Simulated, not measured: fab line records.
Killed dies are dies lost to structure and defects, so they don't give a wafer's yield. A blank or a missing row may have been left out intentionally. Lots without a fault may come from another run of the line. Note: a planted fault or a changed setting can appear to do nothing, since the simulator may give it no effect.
Split-lot experiment / flow n5Finfet / 21 wafers read from 7 lots, route of 1938 steps

ABOUT THE SPLIT
At N5_BEOL_M5_EXPOSE_25 (exposes mask V4, defocus 10 nm), the setting doseMj was moved away from the recipe's 52.75 on 6 of the 21 wafers read, by -6.7% to +2.7%. The other wafers ran this setting at the recipe's value.

FROM THE SPLIT TO THE READING: what the file shows between them, 2 steps
- N5_BEOL_M5_PEB_26: peb time 60 s
- N5_BEOL_M5_DEVELOP_27: develop time 30 s

THE READING
cdNm, in nm, at N5_BEOL_M5_CD_MEAS_28 (target cd 30.6 nm, target cd y 20 nm). Typical for fault-free wafers on this fab line: 30.50 nm, with standard deviation 0.23 nm.

wafer=L075.1; tool, chamber at the split=euvScanner-02, 0; doseMj as run=52.75; against the recipe=recipe; cdNm, nm=30.30; against lot-mates on the recipe=-
wafer=L075.2; tool, chamber at the split=euvScanner-02, 0; doseMj as run=49.19; against the recipe=-6.7%; cdNm, nm=28.67; against lot-mates on the recipe=-1.63
wafer=L075.3; tool, chamber at the split=euvScanner-02, 0; doseMj as run=49.19; against the recipe=-6.7%; cdNm, nm=28.19; against lot-mates on the recipe=-2.11
wafer=L076.3; tool, chamber at the split=euvScanner-02, 0; doseMj as run=49.35; against the recipe=-6.4%; cdNm, nm=28.81; against lot-mates on the recipe=-2.35
wafer=L076.4; tool, chamber at the split=euvScanner-02, 0; doseMj as run=52.75; against the recipe=recipe; cdNm, nm=31.10; against lot-mates on the recipe=-
wafer=L076.5; tool, chamber at the split=euvScanner-02, 0; doseMj as run=52.75; against the recipe=recipe; cdNm, nm=31.22; against lot-mates on the recipe=-
wafer=L087.1; tool, chamber at the split=euvScanner-01, 0; doseMj as run=52.75; against the recipe=recipe; cdNm, nm=30.51; against lot-mates on the recipe=-
wafer=L087.5; tool, chamber at the split=euvScanner-01, 0; doseMj as run=52.75; against the recipe=recipe; cdNm, nm=30.36; against lot-mates on the recipe=-
wafer=L087.6; tool, chamber at the split=euvScanner-01, 0; doseMj as run=52.75; against the recipe=recipe; cdNm, nm=30.72; against lot-mates on the recipe=-
wafer=L090.2; tool, chamber at the split=euvScanner-01, 0; doseMj as run=54.19; against the recipe=+2.7%; cdNm, nm=31.31; against lot-mates on the recipe=+0.88
wafer=L090.5; tool, chamber at the split=euvScanner-01, 0; doseMj as run=52.75; against the recipe=recipe; cdNm, nm=30.46; against lot-mates on the recipe=-
wafer=L090.6; tool, chamber at the split=euvScanner-01, 0; doseMj as run=52.75; against the recipe=recipe; cdNm, nm=30.39; against lot-mates on the recipe=-
wafer=L092.2; tool, chamber at the split=euvScanner-02, 0; doseMj as run=50.75; against the recipe=-3.8%; cdNm, nm=29.59; against lot-mates on the recipe=-0.88
wafer=L092.3; tool, chamber at the split=euvScanner-02, 0; doseMj as run=52.75; against the recipe=recipe; cdNm, nm=30.47; against lot-mates on the recipe=-
wafer=L092.6; tool, chamber at the split=euvScanner-02, 0; doseMj as run=50.75; against the recipe=-3.8%; cdNm, nm=29.85; against lot-mates on the recipe=-0.62
wafer=L093.1; tool, chamber at the split=euvScanner-02, 0; doseMj as run=52.75; against the recipe=recipe; cdNm, nm=30.69; against lot-mates on the recipe=-
wafer=L093.2; tool, chamber at the split=euvScanner-02, 0; doseMj as run=52.75; against the recipe=recipe; cdNm, nm=30.52; against lot-mates on the recipe=-
wafer=L093.6; tool, chamber at the split=euvScanner-02, 0; doseMj as run=52.75; against the recipe=recipe; cdNm, nm=30.66; against lot-mates on the recipe=-
wafer=L094.2; tool, chamber at the split=euvScanner-02, 0; doseMj as run=52.75; against the recipe=recipe; cdNm, nm=30.49; against lot-mates on the recipe=-
wafer=L094.4; tool, chamber at the split=euvScanner-02, 0; doseMj as run=52.75; against the recipe=recipe; cdNm, nm=30.78; against lot-mates on the recipe=-
wafer=L094.6; tool, chamber at the split=euvScanner-02, 0; doseMj as run=52.75; against the recipe=recipe; cdNm, nm=30.50; against lot-mates on the recipe=-

FIT RESULTS
A straight line over all 21 wafers: cdNm changes by +0.295 nm for each +1% of doseMj; r = +0.95; the points scatter about the line by 0.26 nm.
The same after taking each lot's own level away (the mean of its wafers on the recipe; 21 wafers): +0.291 nm for each +1%; r = +0.97; scatter 0.2 nm.
According to that fit, moving doseMj by its largest amount changes the reading by 2 nm.
The span of the lots' own levels, 30.300 to 31.160 nm, comes to 3.7 times the standard deviation stated above.
Consequently the slope shifts little with the lot-to-lot level, the two slopes agreeing.
Check: for one of the wafers moved furthest among these (-6.7%), held out of the fit, the line's prediction against its lot-mates is -2.05 nm. Against them it came out at -1.63 nm.

OTHER SPLITS APPLIED TO THESE WAFERS
Other splits were also applied to these wafers ahead of the reading. Each is held against what the fit with the lots' levels taken away leaves over:
other split on the same wafers=N5_BEOL_M4_DESCUM_33 timeS; wafers away from the commonest value=9; r with cdNm (lot level and that fit taken away)=-0.02
other split on the same wafers=N5_BEOL_M5_COAT_74 spinRpm; wafers away from the commonest value=8; r with cdNm (lot level and that fit taken away)=+0.21

THE WHOLE CHAIN: every reading that the file lists as answering this split, in the file's order
step=N5_BEOL_M5_CD_MEAS_28; what it does=target cd 30.6 nm, target cd y 20 nm; reading=cdNm; change (the file's fit)=+0.303 nm for each +1% of the setting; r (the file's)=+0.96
step=N5_BEOL_M5_ETCH_75; what it does=etches underlayer in N2/H2, target depth 6.5 nm, time 5.2 s; reading=BEOL_M5.cdNm (the simulator's own value, which no gauge read); change (the file's fit)=+0.298 nm for each +1% of the setting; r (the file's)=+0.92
step=N5_BEOL_M5_ETCH_67; what it does=etches SiARC in CF4, target depth 15.6 nm, time 26 s; reading=BEOL_M5.cdNm (the simulator's own value, which no gauge read); change (the file's fit)=+0.291 nm for each +1% of the setting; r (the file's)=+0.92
step=N5_BEOL_M5_ETCH_68; what it does=etches SOC in N2/H2, target depth 80 nm, overetch 16 nm, time 120 s; reading=BEOL_M5.cdNm (the simulator's own value, which no gauge read); change (the file's fit)=+0.308 nm for each +1% of the setting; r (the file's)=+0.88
step=N5_BEOL_M5_VIA_ETCH_34; what it does=etches SiCOH lowk in C4F6/O2, target depth 88.3 nm, time 39.2 s; reading=BEOL_M5.cdNm (the simulator's own value, which no gauge read); change (the file's fit)=+0.32 nm for each +1% of the setting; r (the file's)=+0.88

FILE'S OWN FIT
cdNm changes by +0.303 nm for each +1% of doseMj, r = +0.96.
